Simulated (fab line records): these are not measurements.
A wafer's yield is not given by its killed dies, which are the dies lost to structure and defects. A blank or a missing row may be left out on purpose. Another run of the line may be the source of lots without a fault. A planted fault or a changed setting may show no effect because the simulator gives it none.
Split-lot study	flow n5Finfet	7 lots, 21 wafers read, on a route of 1938 steps

THE SPLIT ITSELF
At N5_DUMMY_GATE_EXPOSE_12 (exposes mask GATE, target cd 25 nm), the setting doseMj was moved away from the recipe's 34 on 10 of the 21 wafers read, by -7.1% to +6.8%. This setting was run at the recipe's value on the other wafers.

FROM THE SPLIT TO THE READING: what the file shows between them, 2 steps
- N5_DUMMY_GATE_PEB_13: peb time 60 s
- N5_DUMMY_GATE_DEVELOP_14: develop time 30 s

THE READING
cdNm (nm) at N5_DUMMY_GATE_CD_MEAS_15, where the cd target is 25.8 nm. Fault-free wafers of this fab line usually give 24.98 nm, standard deviation 0.28 nm.

wafer	tool, chamber at the split	doseMj as run	against the recipe	cdNm, nm	against lot-mates on the recipe
L076.1	euvScanner-02, 0	34	recipe	24.60	-
L076.2	euvScanner-02, 0	35.27	+3.7%	23.97	-0.65
L076.5	euvScanner-02, 0	34	recipe	24.64	-
L075.1	euvScanner-01, 0	34	recipe	25.09	-
L075.2	euvScanner-01, 0	32.22	-5.2%	25.69	+0.59
L075.4	euvScanner-01, 0	34	recipe	25.12	-
L079.3	euvScanner-02, 0	31.59	-7.1%	26.33	+1.26
L079.4	euvScanner-02, 0	31.59	-7.1%	26.15	+1.08
L079.5	euvScanner-02, 0	34	recipe	25.07	-
L080.2	euvScanner-01, 0	34	recipe	25.03	-
L080.3	euvScanner-01, 0	32.33	-4.9%	25.81	+0.78
L080.5	euvScanner-01, 0	32.33	-4.9%	25.69	+0.66
L089.2	euvScanner-01, 0	32.46	-4.5%	25.88	+0.86
L089.3	euvScanner-01, 0	34	recipe	25.02	-
L089.6	euvScanner-01, 0	32.46	-4.5%	25.89	+0.87
L092.1	euvScanner-01, 0	34	recipe	25.47	-
L092.3	euvScanner-01, 0	34	recipe	25.15	-
L092.4	euvScanner-01, 0	34	recipe	25.16	-
L097.2	euvScanner-01, 0	36.3	+6.8%	24.18	-0.66
L097.5	euvScanner-01, 0	34	recipe	24.84	-
L097.6	euvScanner-01, 0	36.3	+6.8%	23.93	-0.91

FIT RESULTS
A straight line over all 21 wafers: cdNm changes by -0.164 nm for each +1% of doseMj; r = -0.94; the points scatter about the line by 0.23 nm.
The same after taking each lot's own level away (the mean of its wafers on the recipe; 21 wafers): -0.145 nm for each +1%; r = -0.97; scatter 0.13 nm.
Per that fit: largest doseMj move, reading shift of 1 nm.
The lots' own levels span 24.620 to 25.260 nm, that is 2.3 times the standard deviation above.
In other words, the slope is changed by the lot-to-lot level; the two fits disagree.
Check: for one of the wafers moved furthest among these (-7.1%), held out of the fit, the line's prediction against its lot-mates is +1.03 nm. Against them it came out at +1.26 nm.

ADDITIONAL SPLITS CARRIED BY THESE WAFERS
These wafers also went through other splits before the reading. Each is held against what the fit with the lots' levels taken away leaves over:
other split on the same wafers	wafers away from the commonest value	r with cdNm (lot level and that fit taken away)
N5_ZERO_LAYER_PECVD_02 timeS	8	-0.28
N5_WELL_APT_COAT_02 spinRpm	5	-0.24
N5_FIN_SAQP_PEB_14 pebTimeS	5	+0.25
N5_FIN_CUT_CUT_ETCH_26 timeS	7	+0.05

THE FILE'S OWN FIT
cdNm changes by -0.146 nm for each +1% of doseMj, r = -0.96.
